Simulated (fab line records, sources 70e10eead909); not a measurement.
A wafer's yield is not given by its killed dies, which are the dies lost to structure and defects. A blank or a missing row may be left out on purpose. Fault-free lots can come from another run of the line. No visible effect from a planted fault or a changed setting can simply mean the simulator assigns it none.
fab line records -- flow nand-harc -- part 1 of 2: steps 1 to 4 of 6
record lots=23, wafers=69, last-day=35
route steps=1302 shown A_CHANNEL_FILL_D2@633 A_STAIRCASE@712
lots that met no fault: from a run of the same line without faults
start-h: hours from the record's first day to the start of the lot's first wafer shown -- wait-h: hours elapsed since this lot's preceding step -- " the same as in the row above -- L1.1+2: a row that stands for several wafers -- - no value, or no start was given -- * or withheld: withheld -- < > ~ a bound
route shown NAME@n: NAME is a module with steps in the file, n the number in the route of the first one -- usual: mean/standard deviation taken from wafers without a fault -- same: alike in all rows -- chamber/n: place in a boat -- sites: the reading at each site -- _std_site: standard deviation across them -- _edge_site: mean of outer sites minus mean of inner sites -- radius-mm: for every site, how far away it sits from the centre of the wafer -- mask NAME#n: copy n -- behind: tool/chamber where the wafer was last shaped -- hold: cause of the lot's hold/its duration in hours/its outcome -- device: which transistor (n, p or np) failed to switch -- end of line: tests run on the same wafers once the route is complete -- a step with no rows: only its recipe -- killed: at the first sort, the dies lost to defects and structure; wafer yield is something else -- map: shows each die of a wafer: x if killed, . if not, _ if none is there
set.NAME: the setting that was run; set.NAME@STEP: the one run at that earlier step -- model.NAME: the simulator's own value behind a step, which no gauge read
steps of the route over a sample of lots; a table a step, a row a wafer
services: a tool's chamber out of use, with start hour (start-h, from the record's first day; less than 0 if before it), hours out, and reason
## steps
# step NHARC_A_CHANNEL_FILL_D2_CMP_10
# recipe target-thk-nm=150
# usual motor-current-A=11.5/0.84, slurry-filter-dp-kPa=13.50/0.15, time-to-endpoint-s=14.3/1.9
lot.wafer,tool,chamber,start-h,wait-h,motor-current-A,slurry-filter-dp-kPa,time-to-endpoint-s
L074.3,cmp-04,1,345.42,0.4,12.6,13.66,14.7
L074.2,cmp-04,2,345.42,0.4,11.7,13.55,17.3
L074.6,cmp-04,1,345.42,0.4,12.1,13.52,12.7
L075.1,cmp-03,3,354.06,0.4,12.3,13.32,14.4
L075.4,cmp-03,0,354.06,0.4,10.3,13.53,11.6
L075.5,cmp-03,2,354.06,0.4,10.7,13.37,11.8
L077.3,cmp-03,0,378.21,0.4,10.1,13.83,12.2
L077.4,cmp-03,1,378.21,0.4,9.8,13.43,12.9
L077.6,cmp-03,1,378.21,0.4,10.6,13.71,15.0
L076.1,cmp-04,2,378.24,0.4,11.7,13.40,17.0
L076.4,cmp-04,3,378.24,0.4,11.8,13.56,14.4
L076.3,cmp-04,0,378.24,0.4,11.9,13.39,13.6
L078.4,cmp-04,1,388.56,0.4,12.4,13.51,15.6
L078.1,cmp-04,3,388.56,0.4,11.9,13.44,16.0
L078.6,cmp-04,1,388.56,0.4,12.3,13.48,15.8
L080.4,cmp-02,0,403.18,0.4,12.6,13.62,13.1
L080.6,cmp-02,3,403.18,0.4,11.5,13.66,12.7
L080.5,cmp-02,0,403.18,0.4,12.5,13.39,11.4
L082.4,cmp-03,1,415.36,0.4,10.9,13.58,18.6
L082.1,cmp-03,2,415.36,0.4,10.9,13.63,14.0
L082.2,cmp-03,3,415.36,0.4,11.6,13.68,17.2
L081.2,cmp-04,0,426.72,0.4,12.1,13.47,13.0
L081.6,cmp-04,2,426.72,0.4,12.6,13.72,15.2
L081.5,cmp-04,3,426.72,0.4,10.9,13.37,14.6
L083.4,cmp-03,1,438.68,0.4,10.2,13.60,12.0
L083.2,cmp-03,2,438.68,0.4,11.0,13.54,13.0
L083.3,cmp-03,0,438.68,0.4,10.4,13.68,12.2
L084.1,cmp-04,1,445.72,0.4,12.6,13.53,17.7
L084.3,cmp-04,2,445.72,0.4,12.7,13.31,17.4
L084.5,cmp-04,0,445.72,0.4,12.4,13.43,15.5
L085.3,cmp-02,3,460.43,0.4,11.7,13.49,12.3
L085.2,cmp-02,0,460.43,0.4,12.6,13.60,11.5
L085.6,cmp-02,2,460.43,0.4,11.5,13.54,15.7
L086.3,cmp-02,3,465.37,0.4,11.0,13.57,12.5
L086.4,cmp-02,2,465.37,0.4,11.0,13.53,12.0
L086.5,cmp-02,3,465.37,0.4,11.6,13.31,14.3
L087.2,cmp-02,3,486.13,0.4,11.1,13.59,16.8
L087.4,cmp-02,0,486.13,0.4,12.2,13.80,14.4
L087.5,cmp-02,2,486.13,0.4,11.2,13.44,13.5
L089.2,cmp-04,2,496.86,0.4,11.3,13.60,17.2
L089.3,cmp-04,3,496.86,0.4,11.5,13.41,13.3
L089.1,cmp-04,1,496.86,0.4,12.4,13.59,14.8
L088.4,cmp-03,3,496.89,0.4,12.2,13.55,14.5
L088.1,cmp-03,0,496.89,0.4,10.2,13.46,13.3
L088.5,cmp-03,2,496.89,0.4,11.4,13.40,14.0
L090.1,cmp-02,2,514.44,0.4,11.0,13.27,14.9
L090.5,cmp-02,2,514.44,0.4,10.7,13.41,14.4
L090.6,cmp-02,3,514.44,0.4,11.3,13.48,15.9
L091.3,cmp-02,1,524.35,0.4,12.0,13.71,13.3
L091.4,cmp-02,2,524.35,0.4,10.9,13.37,14.1
L091.6,cmp-02,0,524.35,0.4,13.0,13.36,12.1
L092.3,cmp-04,1,524.37,0.4,12.5,13.55,15.3
L092.1,cmp-04,2,524.37,0.4,12.0,13.36,15.6
L092.6,cmp-04,0,524.37,0.4,12.6,13.46,14.0
L094.4,cmp-04,3,544.32,0.4,11.3,13.64,16.7
L094.6,cmp-04,1,544.32,0.4,12.6,13.47,15.9
L094.5,cmp-04,2,544.32,0.4,12.2,13.67,13.3
L093.3,cmp-03,3,544.34,0.4,11.6,13.18,16.7
L093.5,cmp-03,0,544.34,0.4,10.2,13.21,14.3
L093.6,cmp-03,1,544.34,0.4,9.5,13.76,15.1
L096.2,cmp-04,2,563.49,0.4,12.4,13.54,16.1
L096.1,cmp-04,3,563.49,0.4,11.8,13.58,17.2
L096.3,cmp-04,0,563.49,0.4,12.3,13.51,15.9
L095.2,cmp-03,0,567.26,0.4,9.5,13.51,13.1
L095.1,cmp-03,3,567.26,0.4,12.1,13.39,15.2
L095.5,cmp-03,1,567.26,0.4,10.5,13.62,17.2
L097.3,cmp-02,3,587.11,0.4,11.4,13.49,15.5
L097.2,cmp-02,0,587.11,0.4,12.0,13.63,13.9
L097.5,cmp-02,3,587.11,0.4,11.3,13.52,16.3
# step NHARC_A_STAIRCASE_TRIM_198
# recipe time-s=211.2, o2-flow-sccm=500, ar-flow-sccm=0, bias-w=0, chemistry=O2
# usual chamber-pressure-mTorr=60.00/0.062, drypump-motor-current-A=5.7/0.55, oes-product-au=1.001/0.0074, rf-vpp-V=57.6/0.92, showerhead-plenum-p-Torr=3.48/0.14, throttle-valve-pct=17.038/0.0097
# same time-s=211.2
lot.wafer,tool,chamber,start-h,wait-h,chamber-pressure-mTorr,drypump-motor-current-A,oes-product-au,rf-hours-counter-h,rf-vpp-V,showerhead-plenum-p-Torr,throttle-valve-pct
L074.2,rie-diel-10,1,-,-,59.98,5.2,0.991,37,58.2,3.42,17.056
L074.3,rie-diel-10,2,-,-,60.01,5.9,1.008,32,55.9,3.34,17.040
L074.6,rie-diel-10,2,-,-,59.92,5.9,0.998,-,56.9,3.34,17.037
L075.1,rie-diel-07,1,-,-,60.02,5.7,1.016,29,57.7,3.46,17.039
L075.4,rie-diel-07,1,-,-,60.08,5.7,1.008,-,58.2,3.46,17.045
L075.5,rie-diel-07,2,-,-,59.94,5.9,1.000,-,55.9,3.50,17.038
L077.4,rie-diel-04,0,-,-,59.98,4.6,1.002,10,58.0,3.77,17.038
L077.3,rie-diel-04,3,-,-,59.96,6.2,1.008,8,58.8,3.60,17.026
L077.6,rie-diel-04,1,-,-,59.99,4.9,1.003,-,56.5,3.32,17.049
L076.4,rie-diel-07,3,-,-,60.08,6.2,1.006,33,58.3,3.41,17.029
L076.1,rie-diel-07,0,-,-,60.01,6.5,1.004,34,59.2,3.72,17.046
L076.3,rie-diel-07,1,-,-,59.97,5.7,1.000,35,58.9,3.46,17.044
L078.4,rie-diel-04,3,-,-,60.04,6.2,1.009,12,59.1,3.60,17.044
L078.1,rie-diel-04,1,-,-,60.03,5.0,1.000,11,57.1,3.31,17.047
L078.6,rie-diel-04,2,-,-,60.00,5.8,1.007,-,58.1,3.45,17.044
L080.4,rie-diel-10,3,-,-,59.97,5.6,1.006,33,57.1,3.40,17.041
L080.6,rie-diel-10,0,-,-,59.94,6.3,1.000,-,58.5,3.53,17.032
L080.5,rie-diel-10,1,-,-,60.02,5.2,0.999,-,57.8,3.41,17.043
L082.1,rie-diel-04,0,-,-,59.99,4.7,0.996,21,58.8,3.76,17.036
L082.2,rie-diel-04,1,-,-,60.01,4.9,1.005,17,56.7,3.31,17.039
L082.4,rie-diel-04,3,-,-,60.01,6.2,1.001,21,57.6,3.60,17.036
L081.2,rie-diel-10,2,-,-,59.96,6.0,1.004,1,57.7,3.33,17.047
L081.5,rie-diel-10,1,-,-,59.92,5.2,0.993,-,57.7,3.41,17.027
L081.6,rie-diel-10,2,-,-,60.04,6.0,1.001,-,56.4,3.33,17.029
L083.3,rie-diel-04,3,-,-,60.00,6.2,1.001,27,57.9,3.59,17.032
L083.2,rie-diel-04,0,-,-,59.99,4.6,0.984,29,58.6,3.76,17.039
L083.4,rie-diel-04,2,-,-,59.93,5.7,0.993,23,57.2,3.44,17.032
L084.1,rie-diel-07,1,-,-,60.06,5.7,0.997,57,56.5,3.45,17.026
L084.3,rie-diel-07,0,-,-,59.91,6.5,1.005,58,57.2,3.71,17.052
L084.5,rie-diel-07,1,-,-,59.88,5.7,0.999,-,57.5,3.45,17.041
L085.2,rie-diel-04,3,-,-,59.90,6.2,0.998,36,57.6,3.59,17.035
L085.3,rie-diel-04,1,-,-,60.01,5.0,0.991,37,58.2,3.30,17.030
L085.6,rie-diel-04,2,-,-,59.85,5.8,1.003,-,57.6,3.44,17.043
L086.4,rie-diel-10,1,-,-,60.11,5.2,1.006,13,58.1,3.40,17.030
L086.3,rie-diel-10,3,-,-,60.05,5.6,0.998,11,57.9,3.39,17.042
L086.5,rie-diel-10,1,-,-,60.03,5.2,0.995,-,58.9,3.40,17.048
L087.4,rie-diel-07,2,-,-,60.03,5.9,0.991,2,57.5,3.48,17.034
L087.2,rie-diel-07,3,-,-,59.92,6.1,0.988,2,57.8,3.39,17.023
L087.5,rie-diel-07,2,-,-,59.98,5.9,0.986,-,57.0,3.48,17.040
L089.1,rie-diel-04,1,-,-,59.91,4.9,0.987,46,57.0,3.30,17.037
L089.2,rie-diel-04,2,-,-,60.05,5.8,0.993,48,56.9,3.43,17.049
L089.3,rie-diel-04,3,-,-,60.06,6.2,0.998,48,59.2,3.58,17.016
L088.4,rie-diel-07,2,-,-,60.07,5.9,0.980,6,56.4,3.47,17.039
L088.1,rie-diel-07,0,-,-,59.98,6.5,0.997,5,57.5,3.70,17.057
L088.5,rie-diel-07,2,-,-,59.96,5.9,0.988,-,57.6,3.47,17.033
L090.1,rie-diel-04,0,-,-,59.96,4.6,1.007,53,57.5,3.74,17.026
L090.6,rie-diel-04,3,-,-,60.06,6.2,1.010,-,57.0,3.58,17.045
L090.5,rie-diel-04,0,-,-,60.03,4.6,1.001,-,59.2,3.74,17.025
L091.3,rie-diel-10,2,-,-,59.85,6.0,1.015,28,57.5,3.31,17.032
L091.4,rie-diel-10,0,-,-,60.08,6.2,1.011,33,57.6,3.51,17.045
L091.6,rie-diel-10,1,-,-,60.04,5.2,1.007,-,57.2,3.39,17.048
L092.1,rie-diel-07,3,-,-,59.91,6.2,1.006,16,56.9,3.38,17.059
L092.3,rie-diel-07,2,-,-,60.06,5.9,1.007,15,58.1,3.47,17.037
L092.6,rie-diel-07,0,-,-,59.92,6.5,1.007,-,57.7,3.70,17.030
L094.4,rie-diel-04,2,-,-,59.93,5.8,1.005,2,58.0,3.42,17.047
L094.6,rie-diel-04,2,-,-,60.12,5.8,0.991,-,56.5,3.42,17.056
L094.5,rie-diel-04,3,-,-,60.08,6.2,0.998,-,57.0,3.57,17.035
L093.3,rie-diel-04,0,-,-,59.91,4.6,1.008,3,58.4,3.74,17.045
L093.5,rie-diel-04,2,-,-,60.13,5.7,0.996,-,57.1,3.42,17.036
L093.6,rie-diel-04,3,-,-,59.89,6.2,1.004,-,59.6,3.57,17.040
L096.2,rie-diel-10,2,-,-,59.95,5.9,1.000,47,58.2,3.30,17.040
L096.1,rie-diel-10,3,-,-,60.01,5.6,0.996,42,56.0,3.38,17.025
L096.3,rie-diel-10,1,-,-,60.06,5.2,0.996,50,58.2,3.38,17.039
L095.1,rie-diel-10,3,-,-,60.00,5.6,0.996,44,56.6,3.38,17.043
L095.2,rie-diel-10,2,-,-,60.06,6.0,1.006,50,57.0,3.30,17.030
L095.5,rie-diel-10,0,-,-,60.02,6.3,0.997,-,57.9,3.50,17.052
L097.2,rie-diel-07,3,-,-,60.04,6.1,1.002,38,57.4,3.37,17.037
L097.3,rie-diel-07,0,-,-,59.93,6.5,0.999,29,57.1,3.69,17.036
L097.5,rie-diel-07,3,-,-,59.96,6.1,0.996,-,57.7,3.37,17.043
# step NHARC_A_STAIRCASE_ETCH_203
# recipe target-depth-a=1000, time-s=40.5, ion-energy-ev=400, c4f8-flow-sccm=20, o2-flow-sccm=10, ar-flow-sccm=withheld, rf-w=600, bias-w=1000, chemistry=C4F8/O2
# usual chamber-pressure-mTorr=24.999/0.023, oes-product-au=0.944/0.0081, rf-vpp-V=894/5
# same time-s=40.5
lot.wafer,tool,chamber,start-h,wait-h,chamber-pressure-mTorr,oes-product-au,rf-hours-counter-h,rf-vpp-V
L074.3,rie-diel-10,2,-,-,24.993,0.944,33,890
L074.2,rie-diel-10,0,-,-,24.980,0.949,39,896
L074.6,rie-diel-10,0,-,-,24.996,0.941,-,898
L075.1,rie-diel-07,3,-,-,25.064,0.951,26,892
L075.5,rie-diel-07,1,-,-,24.975,0.951,-,893
L075.4,rie-diel-07,2,-,-,24.966,0.945,-,895
L077.4,rie-diel-04,1,-,-,24.989,0.948,8,890
L077.3,rie-diel-04,2,-,-,24.993,0.949,7,893
L077.6,rie-diel-04,1,-,-,24.975,0.944,-,889
L076.3,rie-diel-07,2,-,-,24.996,0.949,33,895
L076.1,rie-diel-07,3,-,-,25.006,0.931,33,891
L076.4,rie-diel-07,0,-,-,24.977,0.939,34,904
L078.4,rie-diel-04,2,-,-,25.008,0.947,10,893
L078.1,rie-diel-04,0,-,-,24.993,0.932,14,903
L078.6,rie-diel-04,1,-,-,24.968,0.951,-,887
L080.4,rie-diel-10,0,-,-,25.005,0.940,52,897
L080.6,rie-diel-10,3,-,-,24.995,0.954,-,893
L080.5,rie-diel-10,0,-,-,25.007,0.950,-,895
L082.1,rie-diel-04,1,-,-,24.974,0.936,18,886
L082.2,rie-diel-04,2,-,-,25.051,0.953,17,893
L082.4,rie-diel-04,3,-,-,24.989,0.943,22,901
L081.2,rie-diel-10,3,-,-,24.974,0.935,1,892
L081.5,rie-diel-10,1,-,-,25.030,0.959,-,892
L081.6,rie-diel-10,2,-,-,25.047,0.954,-,890
L083.4,rie-diel-04,1,-,-,25.010,0.938,25,888
L083.3,rie-diel-04,2,-,-,24.999,0.949,23,892
L083.2,rie-diel-04,3,-,-,24.996,0.951,27,898
L084.3,rie-diel-07,1,-,-,25.015,0.940,58,893
L084.1,rie-diel-07,2,-,-,24.994,0.937,59,895
L084.5,rie-diel-07,1,-,-,24.972,0.937,-,893
L085.2,rie-diel-04,2,-,-,25.041,0.944,35,893
L085.3,rie-diel-04,0,-,-,24.973,0.943,38,903
L085.6,rie-diel-04,3,-,-,24.996,0.945,-,899
L086.4,rie-diel-10,0,-,-,24.978,0.939,15,895
L086.3,rie-diel-10,2,-,-,25.016,0.939,11,887
L086.5,rie-diel-10,0,-,-,25.046,0.934,-,896
L087.4,rie-diel-07,3,-,-,24.998,0.942,2,891
L087.2,rie-diel-07,1,-,-,24.975,0.941,2,892
L087.5,rie-diel-07,3,-,-,24.973,0.939,-,892
L089.2,rie-diel-04,3,-,-,25.050,0.960,48,898
L089.3,rie-diel-04,0,-,-,24.988,0.944,48,903
L089.1,rie-diel-04,2,-,-,24.974,0.946,48,891
L088.4,rie-diel-07,2,-,-,25.020,0.936,6,894
L088.1,rie-diel-07,0,-,-,24.998,0.931,5,902
L088.5,rie-diel-07,2,-,-,24.975,0.940,-,895
L090.1,rie-diel-04,0,-,-,25.010,0.949,54,903
L090.5,rie-diel-04,3,-,-,25.028,0.930,-,897
L090.6,rie-diel-04,0,-,-,24.997,0.946,-,903
L091.4,rie-diel-10,2,-,-,25.039,0.935,29,889
L091.3,rie-diel-10,0,-,-,24.998,0.943,33,895
L091.6,rie-diel-10,2,-,-,25.042,0.938,-,887
L092.3,rie-diel-07,0,-,-,24.975,0.960,14,902
L092.1,rie-diel-07,2,-,-,25.022,0.932,15,895
L092.6,rie-diel-07,0,-,-,25.019,0.958,-,903
L094.4,rie-diel-04,2,-,-,25.016,0.932,3,891
L094.5,rie-diel-04,2,-,-,24.989,0.938,-,893
L094.6,rie-diel-04,3,-,-,24.997,0.939,-,898
L093.3,rie-diel-04,0,-,-,24.988,0.956,4,903
L093.5,rie-diel-04,1,-,-,24.993,0.950,-,887
L093.6,rie-diel-04,2,-,-,24.985,0.953,-,892
L096.2,rie-diel-10,3,-,-,25.009,0.934,42,891
L096.1,rie-diel-10,0,-,-,25.014,0.935,47,895
L096.3,rie-diel-10,2,-,-,25.016,0.943,48,888
L095.1,rie-diel-10,0,-,-,24.968,0.938,50,896
L095.2,rie-diel-10,2,-,-,25.028,0.948,50,887
L095.5,rie-diel-10,0,-,-,24.947,0.951,-,895
L097.2,rie-diel-07,0,-,-,25.021,0.955,30,902
L097.3,rie-diel-07,1,-,-,25.026,0.945,33,891
L097.5,rie-diel-07,3,-,-,25.018,0.957,-,890
# step NHARC_A_STAIRCASE_DESCUM_219
# recipe time-s=3, o2-flow-sccm=200, ar-flow-sccm=0, bias-power-w=0, chemistry=O2
# usual chamber-pressure-mTorr=60.00/0.058, drypump-motor-current-A=5.8/0.5, oes-product-au=1.001/0.0074, rf-vpp-V=57.7/0.85, showerhead-plenum-p-Torr=1.88/0.074, throttle-valve-pct=11.311/0.0087
# same time-s=3
lot.wafer,tool,chamber,start-h,wait-h,chamber-pressure-mTorr,drypump-motor-current-A,oes-product-au,rf-hours-counter-h,rf-vpp-V,showerhead-plenum-p-Torr,throttle-valve-pct
L074.2,rie-diel-07,2,363.58,-,59.94,5.9,1.003,24,57.3,1.90,11.314
L074.3,rie-diel-07,3,363.58,-,60.06,6.2,0.999,24,57.9,1.85,11.313
L074.6,rie-diel-07,2,363.58,-,59.92,5.9,1.000,-,57.8,1.90,11.318
L075.1,rie-diel-10,2,369.54,-,59.97,5.9,1.000,33,57.6,1.80,11.326
L075.5,rie-diel-10,2,369.54,-,59.81,5.9,1.007,-,58.3,1.80,11.319
L075.4,rie-diel-10,0,369.54,-,60.09,6.3,1.009,-,58.3,1.92,11.303
L077.3,rie-diel-10,0,389.58,-,60.03,6.3,1.005,42,56.7,1.92,11.319
L077.4,rie-diel-10,1,389.58,-,60.03,5.2,0.996,-,58.0,1.85,11.309
L077.6,rie-diel-10,2,389.58,-,60.05,6.0,1.004,-,56.6,1.80,11.305
L076.3,rie-diel-07,3,390.21,-,60.01,6.1,1.013,34,57.0,1.84,11.302
L076.1,rie-diel-07,0,390.21,-,59.96,6.5,1.006,35,58.7,2.03,11.296
L076.4,rie-diel-07,2,390.21,-,59.92,5.9,0.993,34,58.1,1.89,11.310
L078.4,rie-diel-10,3,399.71,-,59.95,5.6,1.007,27,57.2,1.84,11.313
L078.1,rie-diel-10,1,399.71,-,59.88,5.2,0.998,47,57.1,1.85,11.310
L078.6,rie-diel-10,2,399.71,-,59.99,6.0,1.004,-,57.8,1.80,11.311
L080.4,rie-diel-10,1,416.16,-,59.98,5.2,1.007,52,56.6,1.85,11.303
L080.6,rie-diel-10,0,416.16,-,60.03,6.3,0.994,-,57.4,1.92,11.313
L080.5,rie-diel-10,1,416.16,-,60.06,5.2,0.990,-,58.1,1.85,11.322
L082.1,rie-diel-07,1,426.82,-,59.96,5.7,0.996,48,57.2,1.87,11.313
L082.2,rie-diel-07,2,426.82,-,59.99,5.9,0.987,49,57.7,1.89,11.293
L082.4,rie-diel-07,2,426.82,-,60.04,5.9,0.994,-,58.1,1.89,11.310
L081.2,rie-diel-10,2,437.57,-,59.95,5.9,1.010,1,56.8,1.80,11.309
L081.6,rie-diel-10,3,437.57,-,59.91,5.6,1.005,-,58.6,1.84,11.304
L081.5,rie-diel-10,0,437.57,-,60.00,6.3,1.015,-,59.0,1.92,11.307
L083.4,rie-diel-04,2,450.14,-,59.94,5.8,1.008,23,58.4,1.86,11.322
L083.3,rie-diel-04,0,450.14,-,60.03,4.6,1.005,29,59.8,2.05,11.312
L083.2,rie-diel-04,1,450.14,-,60.03,4.9,1.005,25,58.1,1.78,11.306
L084.1,rie-diel-07,1,456.65,-,59.92,5.7,0.988,58,56.7,1.87,11.309
L084.3,rie-diel-07,3,456.65,-,60.01,6.1,1.000,58,57.4,1.84,11.316
L084.5,rie-diel-07,1,456.65,-,59.97,5.7,0.998,-,55.8,1.87,11.321
L085.2,rie-diel-04,0,471.75,-,60.07,4.6,0.993,39,58.3,2.04,11.309
L085.3,rie-diel-04,3,471.75,-,60.00,6.2,0.996,37,57.7,1.95,11.304
L085.6,rie-diel-04,1,471.75,-,60.01,4.9,0.995,-,56.3,1.78,11.291
L086.3,rie-diel-04,3,477.42,-,59.99,6.2,0.998,38,57.6,1.95,11.321
L086.4,rie-diel-04,1,477.42,-,59.92,5.0,1.004,40,57.1,1.78,11.310
L086.5,rie-diel-04,3,477.42,-,60.07,6.2,1.007,-,59.3,1.95,11.318
L087.2,rie-diel-07,3,497.29,-,60.08,6.1,0.998,3,57.8,1.83,11.309
L087.4,rie-diel-07,0,497.29,-,59.94,6.5,0.994,3,59.0,2.02,11.318
L087.5,rie-diel-07,1,497.29,-,60.04,5.7,0.994,-,56.8,1.86,11.329
L089.1,rie-diel-10,2,508.17,-,60.07,5.9,1.003,17,56.4,1.79,11.322
L089.2,rie-diel-10,0,508.17,-,60.08,6.2,1.010,24,58.3,1.91,11.311
L089.3,rie-diel-10,1,508.17,-,59.97,5.2,0.991,23,58.2,1.84,11.299
L088.1,rie-diel-07,3,509.24,-,59.99,6.1,0.993,7,57.6,1.83,11.302
L088.4,rie-diel-07,0,509.24,-,59.99,6.4,1.000,6,58.5,2.02,11.311
L088.5,rie-diel-07,2,509.24,-,59.99,5.9,0.984,-,58.8,1.88,11.312
L090.1,rie-diel-07,2,525.33,-,60.06,5.9,0.985,11,58.1,1.88,11.304
L090.6,rie-diel-07,2,525.33,-,60.00,5.9,0.988,-,58.2,1.88,11.313
L090.5,rie-diel-07,3,525.33,-,60.03,6.1,1.007,-,58.0,1.83,11.316
L091.3,rie-diel-10,2,537.70,-,60.07,6.0,1.004,33,56.4,1.79,11.284
L091.4,rie-diel-10,3,537.70,-,59.96,5.6,0.989,28,57.9,1.83,11.305
L091.6,rie-diel-10,2,537.70,-,60.04,6.0,0.991,-,57.6,1.79,11.320
L092.3,rie-diel-07,3,537.74,-,60.00,6.1,1.005,20,57.2,1.83,11.325
L092.1,rie-diel-07,1,537.74,-,60.03,5.7,1.011,15,56.6,1.86,11.308
L092.6,rie-diel-07,0,537.74,-,60.01,6.5,0.998,-,57.2,2.01,11.309
L094.4,rie-diel-10,2,555.53,-,60.03,5.9,0.997,40,57.3,1.78,11.325
L094.5,rie-diel-10,3,555.53,-,59.93,5.6,1.003,-,59.5,1.83,11.305
L094.6,rie-diel-10,0,555.53,-,60.05,6.3,1.003,-,56.6,1.90,11.320
L093.3,rie-diel-04,3,556.05,-,59.99,6.1,0.998,4,57.3,1.94,11.315
L093.6,rie-diel-04,3,556.05,-,60.02,6.2,1.003,-,58.4,1.94,11.310
L093.5,rie-diel-04,0,556.05,-,59.95,4.6,1.008,-,58.3,2.04,11.305
L096.3,rie-diel-10,3,574.33,-,60.12,5.5,1.001,42,58.2,1.83,11.315
L096.1,rie-diel-10,0,574.33,-,60.03,6.3,1.002,47,57.9,1.90,11.307
L096.2,rie-diel-10,2,574.33,-,60.00,5.9,1.001,48,56.7,1.78,11.307
L095.1,rie-diel-10,2,580.16,-,59.97,5.9,0.998,50,58.0,1.78,11.312
L095.2,rie-diel-10,0,580.16,-,60.10,6.3,1.002,50,58.2,1.90,11.313
L095.5,rie-diel-10,2,580.16,-,60.02,5.9,0.999,-,55.6,1.78,11.314
L097.2,rie-diel-04,0,599.50,-,60.03,4.6,1.013,17,57.6,2.03,11.318
L097.3,rie-diel-04,1,599.50,-,60.02,4.9,0.996,18,57.9,1.77,11.305
L097.5,rie-diel-04,3,599.50,-,59.83,6.2,0.999,-,55.9,1.93,11.294
